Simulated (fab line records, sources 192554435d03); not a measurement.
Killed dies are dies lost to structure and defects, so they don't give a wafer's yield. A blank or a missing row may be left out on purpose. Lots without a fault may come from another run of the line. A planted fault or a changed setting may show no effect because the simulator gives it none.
A struck lot beside a sound one | flow n5_finfet | 16 steps out of a route of 1938
Sound: wafers L754.1, L754.4, L754.5. Struck: wafer L764.5. (L764.1, L764.2 of the same lot were not struck and are left out.) The cause comes at the end.
At each step with rows: each side's tool, then ch and its chambers, then its first start. Under that, the readings that differ: sound wafers | struck wafers | difference of the means | sigmas: that difference in standard deviations of wafers without a fault.
alike: readings whose means differ by less than 2 such deviations, and words and numbers that are the same on both sides. not compared: withheld readings, readings that some wafer has no value for, bounds like >300 that may hide the same value, and numbers for which the record gives no deviation and whose values overlap.
The two part at a step that has a row with sigmas, a row that says differs or no value, or rows on one side only. Numbers that don't overlap but have no deviation are shown without sigmas and don't part them. A reading that every wafer of one side lacks parts them only if that side has two wafers or more.

N5_MOL_CONTACT_COAG_INSPECT_42: inspects for defects (brightfield).
  sound on defect_inspect-02, day 5 06:50; struck on defect_inspect-01, day 7 10:15
  alike: raw_defect_count
then, 1 step without rows for these wafers: N5_MOL_CONTACT_COAG_DESCUM_45 (chemistry O2, time 7 s).
N5_MOL_CONTACT_COAG_ETCH_65: etches underlayer in N2/H2, target depth 13 nm, time 10.4 s.
  sound on rie_diel-05 ch 1,2,3, day 5 06:54; struck on rie_diel-02 ch 2, day 7 10:57
  reading               | sound             | struck | difference | sigmas
  etch_rf_on_time_s (s) | 10.26 10.17 10.55 | 10.67  | +0.34      | +2
  alike: drypump_motor_current_A, h2_flow_sccm, oes_product_au, rf_vpp_V, showerhead_plenum_p_Torr, throttle_valve_pct
  not compared: rf_hours_counter_h
N5_MOL_CONTACT_COAG_ETCH_66: etches SiARC in CF4, target depth 13 nm, time 21.7 s.
  sound on rie_diel-05 ch 1,2,3, day 5 06:55; struck on rie_diel-02 ch 2, day 7 10:58
  alike: drypump_motor_current_A, etch_rf_on_time_s, oes_product_au, rf_vpp_V, showerhead_plenum_p_Torr, throttle_valve_pct
  not compared: rf_hours_counter_h
N5_MOL_CONTACT_COAG_ALD_133: deposits SiO2, target thk 5 nm, pulse time 1 s, co reactant pulse time 1 s.
  sound on ald_sin-02 ch 0,1,2, day 5 07:00; struck on ald_sin-01 ch 3, day 7 11:03
  reading            | sound    | struck | difference | sigmas
  heater_power_w (W) | 69 70 66 | 83     | +15        | +2
  alike: precursor_pulse_height_rel
N5_MOL_CONTACT_COAG_ETCHBACK_134: etches SiO2 in CHF3, target depth 10 nm, time 6.7 s.
  sound on rie_diel-05 ch 1,2,3, day 5 07:11; struck on rie_diel-05 ch 1, day 7 11:16
  alike: drypump_motor_current_A, oes_product_au, rf_vpp_V, showerhead_plenum_p_Torr, throttle_valve_pct
  not compared: rf_hours_counter_h
then, 3 steps without rows for these wafers: N5_MOL_CONTACT_COAG_ETCH_67 (etches SOC in N2/H2, target depth 60 nm, overetch 21 nm, time 101.2 s); N5_MOL_CONTACT_COAG_STRIP_68 (strips in N2/H2); N5_MOL_CONTACT_COAG_STRIP_69 (strips in N2/H2).
N5_MOL_CONTACT_COAG_ETCHBACK_136: etches SiO2 in CHF3, target depth 25 nm, time 16.7 s.
  sound on rie_diel-05 ch 1,2,3, day 5 07:18; struck on rie_diel-05 ch 1, day 7 11:23
  alike: drypump_motor_current_A, oes_product_au, rf_vpp_V, showerhead_plenum_p_Torr, throttle_valve_pct
  not compared: rf_hours_counter_h
then, 2 steps without rows for these wafers: N5_MOL_CONTACT_COAG_STRIP_120 (strips in CHF3); N5_MOL_CONTACT_COAG_VIA_ETCH_117 (etches SiO2 in C4F6/O2, target depth 40 nm, overetch 8 nm, time 26 s).
N5_MOL_CONTACT_COAG_ETCH_124: etches SiNx in CH3F/O2, stops on SiOC, target depth 6.5 nm.
  sound on rie_diel-05 ch 1,2,3, day 5 07:22; struck on rie_diel-05 ch 1, day 7 11:26
  reading                                           | sound          | struck  | difference | sigmas
  over_etch_frac                                    | 0.3 0.3 0.3    | 0.62887 | +0.32887   |
  model.SOC_of_MOL_CONTACT_COAG_COAT_62.thk_nm (nm) | 48.2 48.6 48.2 | 47.4    | -0.9       |
  alike: drypump_motor_current_A, oes_product_au, rf_vpp_V, showerhead_plenum_p_Torr, throttle_valve_pct
  not compared: rf_hours_counter_h
N5_MOL_CONTACT_COAG_ETCH_48: etches SiOC in C4F6/O2, target depth 15 nm, overetch 4.5 nm, time 17 s.
  sound on rie_diel-05 ch 1,2,3, day 5 07:24; struck on rie_diel-05 ch 1, day 7 11:29
  reading                                           | sound        | struck | difference | sigmas
  model.SOC_of_MOL_CONTACT_COAG_COAT_62.thk_nm (nm) | 45.6 46 45.4 | 44.8   | -0.9       |
  alike: drypump_motor_current_A, oes_product_au, rf_vpp_V, showerhead_plenum_p_Torr, throttle_valve_pct
  not compared: rf_hours_counter_h
then, 1 step without rows for these wafers: N5_MOL_CONTACT_COAG_STRIP_72 (strips in N2/H2).
-- the record jumps here: 3 days lie between the struck wafers' starts before and after (it left off in module MOL_CONTACT_COAG and takes up again in module BEOL_M4, whose first step shown is number 1111 of the route) --
N5_BEOL_M4_RC_MEAS_101:
  sound on prober-02 ch 0, day 7 23:11; struck on prober-01 ch 0, day 10 01:08
  alike: DIBL_N, DIBL_P, IOFF_N, IOFF_P, ION_N, ION_P, SS_N, SS_P, VT_N, VT_P

WHERE THEY PART
First at N5_MOL_CONTACT_COAG_ETCH_65; last, within this record, at N5_MOL_CONTACT_COAG_ALD_133. Later steps at which nothing parts them and some readings are alike: N5_MOL_CONTACT_COAG_ETCHBACK_134, N5_MOL_CONTACT_COAG_ETCHBACK_136, N5_MOL_CONTACT_COAG_ETCH_124, N5_MOL_CONTACT_COAG_ETCH_48, N5_BEOL_M4_RC_MEAS_101.

WHY: what the simulator had put in
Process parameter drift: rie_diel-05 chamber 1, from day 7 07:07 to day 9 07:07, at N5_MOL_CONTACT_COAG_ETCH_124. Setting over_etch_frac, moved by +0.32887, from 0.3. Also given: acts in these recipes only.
